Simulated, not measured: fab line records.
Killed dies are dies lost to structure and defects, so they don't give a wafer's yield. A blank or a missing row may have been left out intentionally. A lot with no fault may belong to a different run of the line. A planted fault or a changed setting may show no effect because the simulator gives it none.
fab line records + flow n5Finfet
record:
- lots: 7
- wafers: 39
route steps=1938 shown FIN_SAQP@125 STI_FIN_REVEAL@183 GATE_CUT@469 MOL_CONTACT_COAG@584 BEOL_M1@751 BEOL_M8@1368
startH: hours from the record's first day to the start of the lot's first wafer shown + waitH: hours since the lot's step before + " unchanged from the row above + L1.1+2: a single row standing in for several wafers + - no value, or no start given + * or withheld: withheld + < > ~ a bound
route shown NAME@n: names a module that has steps shown in the file, with the first one's number in the route + usual: mean and standard deviation over wafers with no fault + same: alike in all rows + chamber/n: place in a boat + sites: per-site readings + _std_site: the values' standard deviation + _edge_site: outer sites' mean less inner sites' + radiusMm: for every site, how far away it sits from the centre of the wafer + mask NAME#n: copy n + behind: tool/chamber where the wafer was last shaped + hold: reason for holding the lot/hours on hold/outcome of the hold + device: the n, p or np transistor that did not switch + end of line: at the end of the route, the tests of the same wafers + a step with no rows: only its recipe + killed: at the first sort, the dies lost to defects and structure; wafer yield is something else + map: a wafer's dies, x killed, . not, _ none there
set.NAME: setting as actually run; set.NAME@STEP: the setting as run at that earlier step + model.NAME: the simulator's own value behind a step, which no gauge read
lots with deliberately changed settings; one table per step, one row per wafer
== steps ==
step: N5_FIN_SAQP_SPACER1_ALD_24
recipe:
- material: SiO2
- targetThkA: 203
- tempC: 300
- aldPrecursorFamily: BDEAS
- aldCoReactant: O2-plasma
- pulseTimeS: 1
- purgeTimeS: 2
- coReactantPurgeTimeS: 2
- aldCycles: 218
- pressureTorr: 2
| lot.wafer  | tool      | chamber | startH | waitH | set.aldCycles | model.SiO2_of_FIN_SAQP_SPACER1_ALD_24.thkNm |
|------------|-----------|---------|--------|-------|---------------|---------------------------------------------|
| L074.1+3+6 | aldSin-01 | 1,0,1   | 23.50  | 0.8   | 130           | 12.2                                        |
| L074.2+5   | "         | 2,0     | "      | "     | 218           | 20.4                                        |
| L074.4     | "         | 2       | "      | "     | 218           | 20.6                                        |
| L076.1+2   | aldSin-03 | 0,2     | 35.20  | 0.3   | 218           | 20.2                                        |
| L076.3+5   | "         | 3,0     | "      | "     | 89            | 8.2                                         |
| L076.4     | "         | 1       | "      | "     | 218           | 20                                          |
| L076.6     | "         | 3       | "      | "     | 89            | 8                                           |
| L080.1+4   | aldSin-03 | 2,3     | 58.95  | 0.3   | 331           | 30.8                                        |
| L080.2     | "         | 1       | "      | "     | 331           | 30.6                                        |
| L080.3     | "         | 0       | "      | "     | 218           | 20                                          |
| L080.5+6   | "         | 1,2     | "      | "     | 218           | 20.2                                        |
| L081.1+4+5 | aldSin-04 | 1,3,0   | 65.45  | 0.3   | 218           | 20.2                                        |
| L084.1+2+4 | aldSin-04 | 3,1,0   | 83.27  | 0.3   | 142           | 13.2                                        |
| L084.3     | "         | 2       | "      | "     | 218           | 20.4                                        |
| L084.5+6   | "         | 1,0     | "      | "     | 218           | 20.2                                        |
| L087.1+6   | aldSin-04 | 3       | 102.16 | 0.3   | 133           | 12.2                                        |
| L087.2     | "         | 1       | "      | "     | 133           | 12.4                                        |
| L087.3     | "         | 0       | "      | "     | 218           | 20.4                                        |
| L087.4+5   | "         | 2       | "      | "     | 218           | 20.2                                        |
| L097.1+5   | aldSin-01 | 0       | 161.82 | 1.2   | 309           | 28.8                                        |
| L097.2+3+6 | "         | 1,2,3   | "      | "     | 218           | 20.4                                        |
| L097.4     | "         | 3       | "      | "     | 309           | 29                                          |
step: N5_FIN_SAQP_SPACER1_ETCHBACK_25
recipe:
- chemistry: CHF3/O2
- mode: anisotropicEtchback
- target: SiO2
- targetDepthA: 244
- timeS: 12.2
- pressureMtorr: 30
- sourceW: 650
- biasW: 170
- Ar_flow_sccm: 200
- CHF3_flow_sccm: 50
- O2_flow_sccm: 5
- ionEnergyEv: 200
step: N5_FIN_SAQP_MANDREL1_REMOVE_56
recipe:
- chemistry: HBr/Cl2/O2
- btTimeS: 10
- target: a-Si
- stopOn: SiNx
- endpoint: OES-SiCl
- overEtchFrac: 1
- icpW: 600
- biasW: 22
- HBr_flow_sccm: 150
- Cl2_flow_sccm: 80
- O2_flow_sccm: 5
- pressureMtorr: 10
| lot.wafer  | tool     | chamber | startH | waitH | set.aldCycles@FIN_SAQP_SPACER1_ALD_24 | model.FIN_SAQP.cdNm |
|------------|----------|---------|--------|-------|---------------------------------------|---------------------|
| L074.1     | rieSi-04 | 2       | 24.31  | 0.1   | 130                                   | 12.4                |
| L074.2+4+5 | "        | 0,1,0   | "      | "     | 218                                   | 20.6                |
| L074.3     | "        | 3       | "      | "     | 130                                   | 12.6                |
| L074.6     | "        | 1       | "      | "     | 130                                   | 12.2                |
| L076.1+4   | rieSi-06 | 1,3     | 36.07  | 0.1   | 218                                   | 20                  |
| L076.2     | "        | 2       | "      | "     | 218                                   | 20.4                |
| L076.3+6   | "        | 0,2     | "      | "     | 89                                    | 8.2                 |
| L076.5     | "        | 1       | "      | "     | 89                                    | 8                   |
| L080.1+2   | rieSi-06 | 0,2     | 59.76  | 0.1   | 331                                   | 30.8                |
| L080.3+6   | "        | 1       | "      | "     | 218                                   | 20                  |
| L080.4     | "        | 3       | "      | "     | 331                                   | 30.6                |
| L080.5     | "        | 0       | "      | "     | 218                                   | 20.2                |
| L081.1+4   | rieSi-04 | 3,2     | 66.26  | 0.1   | 218                                   | 20.4                |
| L081.5     | "        | 1       | "      | "     | 218                                   | 20.2                |
| L084.1     | rieSi-04 | 3       | 84.08  | 0.1   | 142                                   | 13.4                |
| L084.2+4   | "        | 2,1     | "      | "     | 142                                   | 13.2                |
| L084.3+5   | "        | 0,1     | "      | "     | 218                                   | 20.2                |
| L084.6     | "        | 2       | "      | "     | 218                                   | 20.4                |
| L087.1     | rieSi-04 | 2       | 102.96 | 0.1   | 133                                   | 12.2                |
| L087.2+6   | "        | 1,3     | "      | "     | 133                                   | 12.4                |
| L087.3     | "        | 3       | "      | "     | 218                                   | 20.6                |
| L087.4     | "        | 0       | "      | "     | 218                                   | 20                  |
| L087.5     | "        | 2       | "      | "     | 218                                   | 20.4                |
| L097.1+4+5 | rieSi-04 | 2,0,0   | 162.67 | 0.1   | 309                                   | 28.8                |
| L097.2     | "        | 1       | "      | "     | 218                                   | 20.2                |
| L097.3     | "        | 3       | "      | "     | 218                                   | 20.6                |
| L097.6     | "        | 1       | "      | "     | 218                                   | 20.4                |
step: N5_FIN_SAQP_CD_MEAS_27
recipe:
- targetCdNm: 20
- landingEnergyEv: 1000
- detector: seInlens
- polarity: line
usual:
- cdNm: 20.30/0.26
| lot.wafer | tool     | chamber | startH | waitH | set.aldCycles@FIN_SAQP_SPACER1_ALD_24 | cdNm  |
|-----------|----------|---------|--------|-------|---------------------------------------|-------|
| L074.1    | cdSem-01 | 0       | 24.42  | 0.1   | 130                                   | 12.61 |
| L074.2    | "        | 0       | "      | "     | 218                                   | 20.54 |
| L074.3    | "        | 0       | "      | "     | 130                                   | 12.42 |
| L074.4    | "        | 0       | "      | "     | 218                                   | 20.57 |
| L074.5    | "        | 0       | "      | "     | 218                                   | 20.74 |
| L074.6    | "        | 0       | "      | "     | 130                                   | 11.94 |
| L076.1    | cdSem-03 | 0       | 36.18  | 0.1   | 218                                   | 19.75 |
| L076.2    | "        | 0       | "      | "     | 218                                   | 20.31 |
| L076.3    | "        | 0       | "      | "     | 89                                    | 8.10  |
| L076.4    | "        | 0       | "      | "     | 218                                   | 20.34 |
| L076.5    | "        | 0       | "      | "     | 89                                    | 8.06  |
| L076.6    | "        | 0       | "      | "     | 89                                    | 8.13  |
| L080.1    | cdSem-03 | 0       | 59.87  | 0.1   | 331                                   | 30.80 |
| L080.2    | "        | 0       | "      | "     | 331                                   | 30.77 |
| L080.3    | "        | 0       | "      | "     | 218                                   | 20.12 |
| L080.4    | "        | 0       | "      | "     | 331                                   | 30.71 |
| L080.5    | "        | 0       | "      | "     | 218                                   | 20.42 |
| L080.6    | "        | 0       | "      | "     | 218                                   | 20.04 |
| L081.1    | cdSem-02 | 0       | 66.36  | 0.1   | 218                                   | 20.34 |
| L081.4    | "        | 0       | "      | "     | 218                                   | 20.42 |
| L081.5    | "        | 0       | "      | "     | 218                                   | 19.89 |
| L084.1    | cdSem-01 | 0       | 84.19  | 0.1   | 142                                   | 13.23 |
| L084.2    | "        | 0       | "      | "     | 142                                   | 13.03 |
| L084.3    | "        | 0       | "      | "     | 218                                   | 20.41 |
| L084.4    | "        | 0       | "      | "     | 142                                   | 13.32 |
| L084.5    | "        | 0       | "      | "     | 218                                   | 20.11 |
| L084.6    | "        | 0       | "      | "     | 218                                   | 20.29 |
| L087.1    | cdSem-01 | 0       | 103.07 | 0.1   | 133                                   | 12.22 |
| L087.2    | "        | 0       | "      | "     | 133                                   | 12.25 |
| L087.3    | "        | 0       | "      | "     | 218                                   | 20.37 |
| L087.4    | "        | 0       | "      | "     | 218                                   | 20.11 |
| L087.5    | "        | 0       | "      | "     | 218                                   | 20.47 |
| L087.6    | "        | 0       | "      | "     | 133                                   | 12.31 |
| L097.1    | cdSem-03 | 0       | 162.78 | 0.1   | 309                                   | 29.02 |
| L097.2    | "        | 0       | "      | "     | 218                                   | 19.90 |
| L097.3    | "        | 0       | "      | "     | 218                                   | 20.35 |
| L097.4    | "        | 0       | "      | "     | 309                                   | 28.71 |
| L097.5    | "        | 0       | "      | "     | 309                                   | 28.92 |
| L097.6    | "        | 0       | "      | "     | 218                                   | 20.46 |
step: N5_STI_FIN_REVEAL_ALD_00
recipe:
- material: SiO2
- targetThkA: 10
- tempC: 300
- aldPrecursorFamily: BDEAS
- aldCoReactant: O2-plasma
- pulseTimeS: 1
- pressureTorr: 2
| lot.wafer        | tool      | chamber     | startH | waitH | set.targetThkA | model.SiO2_of_STI_FIN_REVEAL_ALD_00.thkNm |
|------------------|-----------|-------------|--------|-------|----------------|-------------------------------------------|
| L074.1+2+4       | aldSin-02 | 0,3,1       | 27.98  | 0.0   | 6.044          | 0.6                                       |
| L074.3+5+6       | "         | 2,1,2       | "      | "     | 10             | 1                                         |
| L076.1+4+5       | aldSin-03 | 3,1,2       | 39.94  | 0.0   | 10             | 1                                         |
| L076.2+3+6       | "         | 2,1,3       | "      | "     | 15.59          | 1.6                                       |
| L080.1+2+3+4+5+6 | aldSin-03 | 1,3,2,0,0,3 | 63.91  | 0.0   | 10             | 1                                         |
| L081.1+4+5       | aldSin-03 | 1,3,3       | 70.38  | 0.4   | 10             | 1                                         |
| L084.1+2+3+4+5+6 | aldSin-02 | 3,0,2,1,3,0 | 90.31  | 0.4   | 10             | 1                                         |
| L087.1+4+6       | aldSin-01 | 3,0,1       | 107.42 | 0.0   | 14.25          | 1.4                                       |
| L087.2+3+5       | "         | 2,1,2       | "      | "     | 10             | 1                                         |
| L097.1+3+6       | aldSin-02 | 3,2,0       | 166.70 | 0.0   | 14.35          | 1.4                                       |
| L097.2+4+5       | "         | 0,1,1       | "      | "     | 10             | 1                                         |
step: N5_GATE_CUT_ETCH_58
recipe:
- chemistry: CH3F/O2
- target: SiNx
- targetDepthA: 170
- timeS: 128.6
- ionEnergyEv: 50
- pressureMtorr: 30
- sourceW: 415
- biasW: 21
- Ar_flow_sccm: 150
- CH3F_flow_sccm: 30
- O2_flow_sccm: 20
| lot.wafer | tool       | chamber | startH | waitH | set.targetDepthA | model.etch.depthNm | model.SiNx_of_SDB_ALD_29.thkNm |
|-----------|------------|---------|--------|-------|------------------|--------------------|--------------------------------|
| L074.1    | rieDiel-01 | 3       | 80.40  | 0.0   | 170              | 16.99              | 24.6                           |
| L074.2    | "          | 0       | "      | "     | 170              | 16.71              | 24.6                           |
| L074.3    | "          | 1       | "      | "     | 170              | 17.15              | 24.6                           |
| L074.4    | "          | 0       | "      | "     | 114.5            | 11.24              | 25.4                           |
| L074.5    | "          | 3       | "      | "     | 114.5            | 11.44              | 25.4                           |
| L074.6    | "          | 1       | "      | "     | 114.5            | 11.55              | 25.4                           |
| L076.1    | rieDiel-05 | 0       | 91.13  | 0.1   | 128.4            | 12.88              | 25                             |
| L076.2    | "          | 3       | "      | "     | 128.4            | 12.56              | 25.2                           |
| L076.3    | "          | 1       | "      | "     | 128.4            | 13.16              | 25.2                           |
| L076.4    | "          | 2       | "      | "     | 170              | 16.78              | 24.4                           |
| L076.5    | "          | 3       | "      | "     | 170              | 16.53              | 24.6                           |
| L076.6    | "          | 2       | "      | "     | 170              | 16.95              | 24.4                           |
| L080.1    | rieDiel-05 | 1       | 114.27 | 0.0   | 105              | 10.89              | 25.8                           |
| L080.2    | "          | 0       | "      | "     | 105              | 10.49              | 25.6                           |
| L080.3    | "          | 2       | "      | "     | 105              | 10.4               | 25.6                           |
| L080.4    | "          | 3       | "      | "     | 170              | 16.58              | 24.8                           |
| L080.5    | "          | 2       | "      | "     | 170              | 16.82              | 24.8                           |
| L080.6    | "          | 1       | "      | "     | 170              | 17.48              | 24.6                           |
| L081.1    | rieDiel-05 | 1       | 121.23 | 0.1   | 170              | 17.59              | 24.4                           |
| L081.4    | "          | 0       | "      | "     | 170              | 17.2               | 24.8                           |
| L081.5    | "          | 0       | "      | "     | 170              | 17.14              | 24.6                           |
| L084.1    | rieDiel-01 | 2       | 144.66 | 0.0   | 103.9            | 10.33              | 25.8                           |
| L084.2    | "          | 1       | "      | "     | 170              | 17.29              | 24.6                           |
| L084.3    | "          | 3       | "      | "     | 170              | 16.85              | 24.6                           |
| L084.4    | "          | 3       | "      | "     | 103.9            | 10.31              | 25.4                           |
| L084.5    | "          | 1       | "      | "     | 103.9            | 10.57              | 25.6                           |
| L084.6    | "          | 2       | "      | "     | 170              | 16.8               | 24.8                           |
| L087.1    | rieDiel-02 | 1       | 160.13 | 0.1   | 170              | 16.32              | 24.8                           |
| L087.2    | "          | 2       | "      | "     | 170              | 16.56              | 24.6                           |
| L087.3    | "          | 0       | "      | "     | 170              | 16.75              | 24.6                           |
| L087.4    | "          | 1       | "      | "     | 170              | 16.59              | 24.8                           |
| L087.5    | "          | 2       | "      | "     | 170              | 16.51              | 24.8                           |
| L087.6    | "          | 0       | "      | "     | 170              | 16.76              | 24.6                           |
| L097.1    | rieDiel-01 | 3       | 218.48 | 0.0   | 170              | 16.71              | 24.8                           |
| L097.2    | "          | 1       | "      | "     | 83.44            | 8.52               | 25.8                           |
| L097.3    | "          | 0       | "      | "     | 170              | 17.56              | 24.4                           |
| L097.4    | "          | 2       | "      | "     | 83.44            | 8.339              | 26                             |
| L097.5    | "          | 3       | "      | "     | 170              | 16.72              | 24.6                           |
| L097.6    | "          | 0       | "      | "     | 83.44            | 8.664              | 26                             |
step: N5_MOL_CONTACT_COAG_ETCHBACK_135
recipe:
- chemistry: CHF3
- target: SiO2
- targetDepthA: 250
- timeS: 16.7
- ionEnergyEv: 200
- pressureMtorr: 30
- sourceW: 610
- biasW: 170
- Ar_flow_sccm: 200
- CHF3_flow_sccm: 50
| lot.wafer  | tool       | chamber | startH | waitH | set.targetDepthA | model.SOC_of_MOL_CONTACT_COAG_COAT_75.thkNm |
|------------|------------|---------|--------|-------|------------------|---------------------------------------------|
| L074.1     | rieDiel-06 | 2       | 101.61 | 0.0   | 250              | 57.4                                        |
| L074.2     | "          | 0       | "      | "     | 370.8            | 56.2                                        |
| L074.3+4   | "          | 3,2     | "      | "     | 250              | 57.6                                        |
| L074.5     | "          | 0       | "      | "     | 370.8            | 56                                          |
| L074.6     | "          | 3       | "      | "     | 370.8            | 56.4                                        |
| L076.1     | rieDiel-03 | 2       | 106.88 | 0.0   | 250              | 57.6                                        |
| L076.2     | "          | 0       | "      | "     | 305              | 57                                          |
| L076.3     | "          | 3       | "      | "     | 305              | 56.8                                        |
| L076.4     | "          | 1       | "      | "     | 305              | 57.2                                        |
| L076.5+6   | "          | 2,1     | "      | "     | 250              | 57.4                                        |
| L080.1     | rieDiel-03 | 3       | 131.18 | 0.0   | 398.3            | 56                                          |
| L080.2+6   | "          | 0       | "      | "     | 398.3            | 55.6                                        |
| L080.3+5   | "          | 1       | "      | "     | 250              | 57.6                                        |
| L080.4     | "          | 3       | "      | "     | 250              | 57.4                                        |
| L081.1     | rieDiel-06 | 1       | 142.62 | 0.0   | 250              | 57.6                                        |
| L081.4+5   | "          | 3       | "      | "     | 250              | 57.4                                        |
| L084.1     | rieDiel-03 | 1       | 163.58 | 0.0   | 250              | 57.8                                        |
| L084.2+3   | "          | 0,3     | "      | "     | 250              | 57.6                                        |
| L084.4     | "          | 2       | "      | "     | 387.4            | 56                                          |
| L084.5     | "          | 1       | "      | "     | 387.4            | 56.4                                        |
| L084.6     | "          | 2       | "      | "     | 387.4            | 56.2                                        |
| L087.1     | rieDiel-03 | 0       | 179.81 | 0.0   | 128              | 58.6                                        |
| L087.2+4   | "          | 1,2     | "      | "     | 250              | 57.6                                        |
| L087.3+6   | "          | 3,2     | "      | "     | 128              | 58.8                                        |
| L087.5     | "          | 3       | "      | "     | 250              | 57.4                                        |
| L097.1+3   | rieDiel-04 | 2,3     | 237.24 | 0.0   | 250              | 57.6                                        |
| L097.2     | "          | 1       | "      | "     | 250              | 57.4                                        |
| L097.4+5+6 | "          | 0,1,0   | "      | "     | 250              | 57.8                                        |
step: N5_BEOL_M1_ILD_DEP_00
recipe:
- material: SiOC
- targetThkA: 790
- tempC: 350
- precursor: DEMS/O2
- pressureTorr: 5
- rfW: 500
- timeS: 15.3
| lot.wafer  | tool     | chamber | startH | waitH | set.targetThkA | model.SiOC_of_BEOL_M1_ILD_DEP_00.thkNm |
|------------|----------|---------|--------|-------|----------------|----------------------------------------|
| L074.1     | pecvd-02 | 2       | 122.98 | 0.0   | 790            | 79                                     |
| L074.2     | "        | 0       | "      | "     | 790            | 79.2                                   |
| L074.3     | "        | 1       | "      | "     | 936.6          | 92.4                                   |
| L074.4     | "        | 2       | "      | "     | 936.6          | 95.2                                   |
| L074.5     | "        | 0       | "      | "     | 936.6          | 94.2                                   |
| L074.6     | "        | 1       | "      | "     | 790            | 79.6                                   |
| L076.1     | pecvd-02 | 2       | 125.68 | 0.0   | 790            | 77.8                                   |
| L076.2+3   | "        | 0,1     | "      | "     | 790            | 78                                     |
| L076.4     | "        | 2       | "      | "     | 790            | 80.4                                   |
| L076.5     | "        | 1       | "      | "     | 790            | 79.6                                   |
| L076.6     | "        | 0       | "      | "     | 790            | 80.2                                   |
| L080.1+3+5 | pecvd-03 | 2,0,1   | 152.08 | 0.0   | 790            | 79                                     |
| L080.2     | "        | 1       | "      | "     | 790            | 78.2                                   |
| L080.4     | "        | 2       | "      | "     | 790            | 80                                     |
| L080.6     | "        | 0       | "      | "     | 790            | 80.4                                   |
| L081.1+5   | pecvd-02 | 0,1     | 161.23 | 0.0   | 790            | 79                                     |
| L081.4     | "        | 2       | "      | "     | 790            | 79.8                                   |
| L084.1     | pecvd-02 | 1       | 181.30 | 0.0   | 379.1          | 36.6                                   |
| L084.2+5   | "        | 0,2     | "      | "     | 379.1          | 38.2                                   |
| L084.3+4   | "        | 2,1     | "      | "     | 790            | 78.8                                   |
| L084.6     | "        | 0       | "      | "     | 790            | 80                                     |
| L087.1+4   | pecvd-01 | 1,0     | 202.26 | 0.0   | 450.8          | 47                                     |
| L087.2     | "        | 2       | "      | "     | 450.8          | 46                                     |
| L087.3+5   | "        | 0,2     | "      | "     | 790            | 80.4                                   |
| L087.6     | "        | 1       | "      | "     | 790            | 80.2                                   |
| L097.1     | pecvd-03 | 1       | 258.94 | 0.0   | 790            | 78.4                                   |
| L097.2     | "        | 2       | "      | "     | 1069           | 107.8                                  |
| L097.3     | "        | 0       | "      | "     | 790            | 80.2                                   |
| L097.4     | "        | 2       | "      | "     | 790            | 80                                     |
| L097.5     | "        | 0       | "      | "     | 1069           | 109.4                                  |
| L097.6     | "        | 1       | "      | "     | 1069           | 108.6                                  |
step: N5_BEOL_M1_THK_MEAS_01
recipe:
- reads: SiOC_of_BEOL_M1_ILD_DEP_00
usual:
- M1_ILD_THK: 79.7/1.1
| lot.wafer | tool         | chamber | startH | waitH | set.targetThkA@BEOL_M1_ILD_DEP_00 | M1_ILD_THK[nm] |
|-----------|--------------|---------|--------|-------|-----------------------------------|----------------|
| L074.1    | filmMetro-02 | -       | 123.04 | 0.0   | 790                               | 78.9           |
| L074.2    | "            | -       | "      | "     | 790                               | 79.2           |
| L074.3    | "            | -       | "      | "     | 936.6                             | 92.3           |
| L074.4    | "            | -       | "      | "     | 936.6                             | 95.1           |
| L074.5    | "            | -       | "      | "     | 936.6                             | 94.1           |
| L074.6    | "            | -       | "      | "     | 790                               | 79.7           |
| L076.1    | filmMetro-01 | -       | 125.74 | 0.0   | 790                               | 77.9           |
| L076.2    | "            | -       | "      | "     | 790                               | 78.0           |
| L076.3    | "            | -       | "      | "     | 790                               | 78.0           |
| L076.4    | "            | -       | "      | "     | 790                               | 80.3           |
| L076.5    | "            | -       | "      | "     | 790                               | 79.5           |
| L076.6    | "            | -       | "      | "     | 790                               | 80.2           |
| L080.1    | filmMetro-02 | -       | 152.15 | 0.0   | 790                               | 79.1           |
| L080.2    | "            | -       | "      | "     | 790                               | 78.2           |
| L080.3    | "            | -       | "      | "     | 790                               | 79.0           |
| L080.4    | "            | -       | "      | "     | 790                               | 80.0           |
| L080.5    | "            | -       | "      | "     | 790                               | 79.0           |
| L080.6    | "            | -       | "      | "     | 790                               | 80.4           |
| L081.1    | filmMetro-01 | -       | 161.30 | 0.0   | 790                               | 79.0           |
| L081.4    | "            | -       | "      | "     | 790                               | 79.9           |
| L081.5    | "            | -       | "      | "     | 790                               | 79.0           |
| L084.1    | filmMetro-02 | -       | 181.37 | 0.0   | 379.1                             | 36.6           |
| L084.2    | "            | -       | "      | "     | 379.1                             | 38.2           |
| L084.3    | "            | -       | "      | "     | 790                               | 78.7           |
| L084.4    | "            | -       | "      | "     | 790                               | 78.8           |
| L084.5    | "            | -       | "      | "     | 379.1                             | 38.1           |
| L084.6    | "            | -       | "      | "     | 790                               | 80.1           |
| L087.1    | filmMetro-02 | -       | 202.33 | 0.0   | 450.8                             | 47.1           |
| L087.2    | "            | -       | "      | "     | 450.8                             | 46.0           |
| L087.3    | "            | -       | "      | "     | 790                               | 80.4           |
| L087.4    | "            | -       | "      | "     | 450.8                             | 47.0           |
| L087.5    | "            | -       | "      | "     | 790                               | 80.5           |
| L087.6    | "            | -       | "      | "     | 790                               | 80.3           |
| L097.1    | filmMetro-01 | -       | 259.01 | 0.0   | 790                               | 78.3           |
| L097.2    | "            | -       | "      | "     | 1069                              | 107.8          |
| L097.3    | "            | -       | "      | "     | 790                               | 80.3           |
| L097.4    | "            | -       | "      | "     | 790                               | 79.9           |
| L097.5    | "            | -       | "      | "     | 1069                              | 109.3          |
| L097.6    | "            | -       | "      | "     | 1069                              | 108.6          |
step: N5_BEOL_M8_DESCUM_33
recipe:
- chemistry: O2
- timeS: 7
- sourcePowerW: 50
- biasPowerW: 20
- pressureMtorr: 20
- rfFrequencyHz: 2.712e+07
- tempC: 40
- resist: CAR-EUV
- o2FlowSccm: 225
| lot.wafer      | tool       | chamber   | startH | waitH | set.timeS | model.CAR-EUV_of_BEOL_M8_COAT_22.thkNm |
|----------------|------------|-----------|--------|-------|-----------|----------------------------------------|
| L074.1+5       | rieDiel-03 | 1,0       | 210.02 | 0.1   | 7         | 26.2                                   |
| L074.2+3       | "          | 2,3       | "      | "     | 4.016     | 27.4                                   |
| L074.4         | "          | 0         | "      | "     | 4.016     | 27.6                                   |
| L074.6         | "          | 3         | "      | "     | 7         | 25.8                                   |
| L076.1+6       | rieDiel-06 | 1         | 215.43 | 0.2   | 7         | 26.2                                   |
| L076.2         | "          | 0         | "      | "     | 7         | 26                                     |
| L076.3+4       | "          | 2,3       | "      | "     | 8.44      | 25.2                                   |
| L076.5         | "          | 2         | "      | "     | 8.44      | 25.4                                   |
| L080.1+2+4+5   | rieDiel-03 | 1,0,2,1   | 226.12 | 0.1   | 7         | 26.2                                   |
| L080.3+6       | "          | 3,2       | "      | "     | 7         | 26                                     |
| L081.1+4       | rieDiel-04 | 1,2       | 247.72 | 0.0   | 7         | 26                                     |
| L081.5         | "          | 1         | "      | "     | 7         | 26.2                                   |
| L084.1+2+4     | rieDiel-03 | 1,0,2     | 274.94 | 0.0   | 8.448     | 25.4                                   |
| L084.3+6       | "          | 3         | "      | "     | 7         | 26                                     |
| L084.5         | "          | 0         | "      | "     | 7         | 26.2                                   |
| L087.1+2+3+4+5 | rieDiel-06 | 1,3,0,2,3 | 281.69 | 0.0   | 7         | 26                                     |
| L087.6         | "          | 2         | "      | "     | 7         | 26.2                                   |
| L097.1+4+5+6   | rieDiel-04 | 3,0,2,3   | 336.90 | 0.2   | 7         | 26                                     |
| L097.2+3       | "          | 2,0       | "      | "     | 7         | 26.2                                   |
step: N5_BEOL_M8_ETCH_72
recipe:
- chemistry: N2/H2
- target: underlayer
- targetDepthA: 65
- maskMaterial: CAR-EUV
- timeS: 5.2
- ionEnergyEv: 200
- pressureMtorr: 30
- sourceW: 840
- biasW: 150
- n2FlowSccm: 200
- h2FlowSccm: 200
- ends: cleared
| lot.wafer      | tool       | chamber   | startH | waitH | set.timeS@BEOL_M8_DESCUM_33 | model.CAR-EUV_of_BEOL_M8_COAT_22.thkNm |
|----------------|------------|-----------|--------|-------|-----------------------------|----------------------------------------|
| L074.1+5       | rieDiel-03 | 1,0       | 210.05 | 0.0   | 7                           | 20.4                                   |
| L074.2         | "          | 2         | "      | "     | 4.016                       | 21.8                                   |
| L074.3         | "          | 3         | "      | "     | 4.016                       | 21.6                                   |
| L074.4         | "          | 0         | "      | "     | 4.016                       | 22                                     |
| L074.6         | "          | 3         | "      | "     | 7                           | 20                                     |
| L076.1+6       | rieDiel-06 | 1         | 215.46 | 0.0   | 7                           | 20.4                                   |
| L076.2         | "          | 0         | "      | "     | 7                           | 20.2                                   |
| L076.3         | "          | 2         | "      | "     | 8.44                        | 19.4                                   |
| L076.4+5       | "          | 3,2       | "      | "     | 8.44                        | 19.6                                   |
| L080.1+2+4+5+6 | rieDiel-03 | 1,0,2,1,2 | 226.16 | 0.0   | 7                           | 20.4                                   |
| L080.3         | "          | 3         | "      | "     | 7                           | 20.2                                   |
| L081.1+5       | rieDiel-04 | 1         | 247.76 | 0.0   | 7                           | 20.4                                   |
| L081.4         | "          | 2         | "      | "     | 7                           | 20.2                                   |
| L084.1+4       | rieDiel-03 | 1,2       | 274.98 | 0.0   | 8.448                       | 19.6                                   |
| L084.2         | "          | 0         | "      | "     | 8.448                       | 19.8                                   |
| L084.3+6       | "          | 3         | "      | "     | 7                           | 20.2                                   |
| L084.5         | "          | 0         | "      | "     | 7                           | 20.4                                   |
| L087.1+2+5+6   | rieDiel-06 | 1,3,3,2   | 281.72 | 0.0   | 7                           | 20.4                                   |
| L087.3+4       | "          | 0,2       | "      | "     | 7                           | 20.2                                   |
| L097.1+2+3+5+6 | rieDiel-04 | 3,2,0,2,3 | 336.93 | 0.0   | 7                           | 20.4                                   |
| L097.4         | "          | 0         | "      | "     | 7                           | 20.2                                   |
== key ==
split:
- step: N5_FIN_SAQP_SPACER1_ALD_24
- setting: aldCycles
- stated: 218
- by: wafer
response:
- step: N5_FIN_SAQP_SPACER1_ALD_24
- reading: model.SiO2_of_FIN_SAQP_SPACER1_ALD_24.thkNm
- change: +0.204
- per: 1%
- r: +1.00
response:
- step: N5_FIN_SAQP_MANDREL1_REMOVE_56
- reading: model.FIN_SAQP.cdNm
- change: +0.203
- per: 1%
- r: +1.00
response:
- step: N5_FIN_SAQP_CD_MEAS_27
- reading: cdNm
- change: +0.205
- per: 1%
- r: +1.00
split:
- step: N5_STI_FIN_REVEAL_ALD_00
- setting: targetThkA
- stated: 10
- by: wafer
response:
- step: N5_STI_FIN_REVEAL_ALD_00
- reading: model.SiO2_of_STI_FIN_REVEAL_ALD_00.thkNm
- change: +0.00999
- per: 1%
- r: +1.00
split:
- step: N5_GATE_CUT_ETCH_58
- setting: targetDepthA
- stated: 170
- by: wafer
response:
- step: N5_GATE_CUT_ETCH_58
- reading: model.etch.depthNm
- change: +0.167
- per: 1%
- r: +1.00
response:
- step: N5_GATE_CUT_ETCH_58
- reading: model.SiNx_of_SDB_ALD_29.thkNm
- change: -0.0252
- per: 1%
- r: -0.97
split:
- step: N5_MOL_CONTACT_COAG_ETCHBACK_135
- setting: targetDepthA
- stated: 250
- by: wafer
response:
- step: N5_MOL_CONTACT_COAG_ETCHBACK_135
- reading: model.SOC_of_MOL_CONTACT_COAG_COAT_75.thkNm
- change: -0.0273
- per: 1%
- r: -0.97
split:
- step: N5_BEOL_M1_ILD_DEP_00
- setting: targetThkA
- stated: 790
- by: wafer
response:
- step: N5_BEOL_M1_ILD_DEP_00
- reading: model.SiOC_of_BEOL_M1_ILD_DEP_00.thkNm
- change: +0.799
- per: 1%
- r: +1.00
response:
- step: N5_BEOL_M1_THK_MEAS_01
- reading: M1_ILD_THK
- change: +0.799
- per: 1%
- r: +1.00
split:
- step: N5_BEOL_M8_DESCUM_33
- setting: timeS
- stated: 7
- by: wafer
response:
- step: N5_BEOL_M8_DESCUM_33
- reading: model.CAR-EUV_of_BEOL_M8_COAT_22.thkNm
- change: -0.0342
- per: 1%
- r: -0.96
response:
- step: N5_BEOL_M8_ETCH_72
- reading: model.CAR-EUV_of_BEOL_M8_COAT_22.thkNm
- change: -0.0353
- per: 1%
- r: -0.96
